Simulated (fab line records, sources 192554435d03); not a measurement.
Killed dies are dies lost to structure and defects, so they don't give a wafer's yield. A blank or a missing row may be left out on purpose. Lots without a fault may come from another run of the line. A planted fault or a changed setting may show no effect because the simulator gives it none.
A struck lot beside a sound one | flow n5_finfet | 16 steps out of a route of 1938
Sound: wafers L518.2, L518.3, L518.6. Struck: wafers L523.2, L523.4. The cause comes at the end.
At each step with rows: each side's tool, then ch and its chambers, then its first start. Under that, the readings that differ: sound wafers | struck wafers | difference of the means | sigmas: that difference in standard deviations of wafers without a fault.
alike: readings whose means differ by less than 2 such deviations, and words and numbers that are the same on both sides. not compared: withheld readings, readings that some wafer has no value for, bounds like >300 that may hide the same value, and numbers for which the record gives no deviation and whose values overlap.
The two part at a step that has a row with sigmas, a row that says differs or no value, or rows on one side only. Numbers that don't overlap but have no deviation are shown without sigmas and don't part them. A reading that every wafer of one side lacks parts them only if that side has two wafers or more.

first, 4 steps without rows for these wafers: N5_BEOL_M2_SOFTBAKE_23 (time 60 s); N5_BEOL_M2_EXPOSE_25 (exposes mask V1, defocus 5 nm); N5_BEOL_M2_PEB_26 (peb time 60 s); N5_BEOL_M2_DEVELOP_27 (develop time 30 s).
N5_BEOL_M2_CD_MEAS_28: target cd 26.2 nm, target cd y 24.1 nm.
  sound on cd_sem-03 ch 0, day 6 18:05; struck on cd_sem-03 ch 0, day 8 13:57
  alike: cd_nm
N5_BEOL_M2_OVL_MEAS_29:
  sound on overlay-01 ch 0, day 6 18:07; struck on overlay-02 ch 0, day 8 13:59
  alike: V1_OVL
N5_BEOL_M2_INSPECT_30: inspects for defects (brightfield).
  sound on defect_inspect-01, day 6 18:10; struck on defect_inspect-02, day 8 14:02
  alike: raw_defect_count
N5_BEOL_M2_DESCUM_33: chemistry O2, time 7 s.
  sound on rie_diel-04 ch 0,1,3, day 6 18:13; struck on rie_diel-06 ch 0,3, day 8 14:08
  alike: drypump_motor_current_A, oes_product_au, rf_vpp_V, showerhead_plenum_p_Torr, throttle_valve_pct
  not compared: rf_hours_counter_h
N5_BEOL_M2_ETCH_77: etches underlayer in N2/H2, target depth 6.5 nm, time 5.2 s.
  sound on rie_diel-04 ch 0,1,3, day 6 18:14; struck on rie_diel-06 ch 0,3, day 8 14:10
  alike: drypump_motor_current_A, etch_rf_on_time_s, oes_product_au, rf_vpp_V, showerhead_plenum_p_Torr, throttle_valve_pct
  not compared: rf_hours_counter_h
N5_BEOL_M2_ETCH_69: etches SiARC in CF4, target depth 15.6 nm, time 26 s.
  sound on rie_diel-04 ch 0,1,3, day 6 18:16; struck on rie_diel-06 ch 0,3, day 8 14:11
  alike: drypump_motor_current_A, etch_rf_on_time_s, oes_product_au, rf_vpp_V, showerhead_plenum_p_Torr, throttle_valve_pct
  not compared: rf_hours_counter_h
N5_BEOL_M2_ALD_98: deposits SiO2, target thk 2.5 nm, pulse time 1 s, co reactant pulse time 1 s.
  sound on ald_sin-02 ch 0,2,3, day 6 18:20; struck on ald_sin-02 ch 1,3, day 8 14:32
  alike: heater_power_w, precursor_pulse_height_rel, susceptor_temp_C
N5_BEOL_M2_ETCHBACK_99: etches SiO2 in CHF3, target depth 5 nm, time 10.4 s.
  sound on rie_diel-04 ch 1,2, day 6 19:25; struck on rie_diel-04 ch 1,2, day 8 18:43
  alike: drypump_motor_current_A, oes_product_au, rf_vpp_V, showerhead_plenum_p_Torr, throttle_valve_pct
  not compared: rf_hours_counter_h
N5_BEOL_M2_ETCH_70: etches SOC in N2/H2, target depth 80 nm, overetch 24 nm, time 130 s.
  sound on rie_diel-04 ch 1,2, day 6 19:28; struck on rie_diel-04 ch 1,2, day 8 18:46
  reading                                    | sound       | struck | difference | sigmas
  model.SiARC_of_BEOL_M2_COAT_68.thk_nm (nm) | 5.8 5.8 5.8 | 3 3.2  | -3         |
  alike: drypump_motor_current_A, oes_product_au, rf_vpp_V, showerhead_plenum_p_Torr, throttle_valve_pct
  not compared: rf_hours_counter_h
then, 1 step without rows for these wafers: N5_BEOL_M2_STRIP_71 (strips in N2/H2).
N5_BEOL_M4_RC_MEAS_101:
  sound on prober-01 ch 0, day 8 00:54; struck on prober-01 ch 0, day 9 18:54
  reading        | sound          | struck    | difference | sigmas
  DIBL_N (mV/V)  | 33.5 35.0 35.0 | 36.1 43.9 | +5.5       | +2
  IOFF_N (nA/um) | 0.11 0.13 0.13 | 0.13 0.29 | +0.09      | +2
  alike: DIBL_P, IOFF_P, ION_N, ION_P, SS_N, SS_P, VT_N, VT_P
-- the record jumps here: 5 days lie between the struck wafers' starts before and after (it left off in module BEOL_M4 and takes up again in module PASSIVATION, whose first step shown is number 1936 of the route) --
N5_PASSIVATION_PROBE_49:
  sound on prober-02, day 12 11:36; struck on prober-02, day 14 07:44
  reading                | sound | struck | difference | sigmas
  sort_bin_4_leakage (%) | 0 0 0 | 0 0.51 | +0         | +6
  alike: defect_limited_yield, killed_at_M0_to_M3, killed_at_M4_up, killed_at_contacts, killed_at_front_end, killed_at_other, killed_dies, killed_open, killed_short, sort_bin_5_function, sort_bin_6_memory, sort_n_pass, sort_yield_pct

WHERE THEY PART
First at N5_BEOL_M4_RC_MEAS_101; last, within this record, at N5_PASSIVATION_PROBE_49.

WHY: what the simulator had put in
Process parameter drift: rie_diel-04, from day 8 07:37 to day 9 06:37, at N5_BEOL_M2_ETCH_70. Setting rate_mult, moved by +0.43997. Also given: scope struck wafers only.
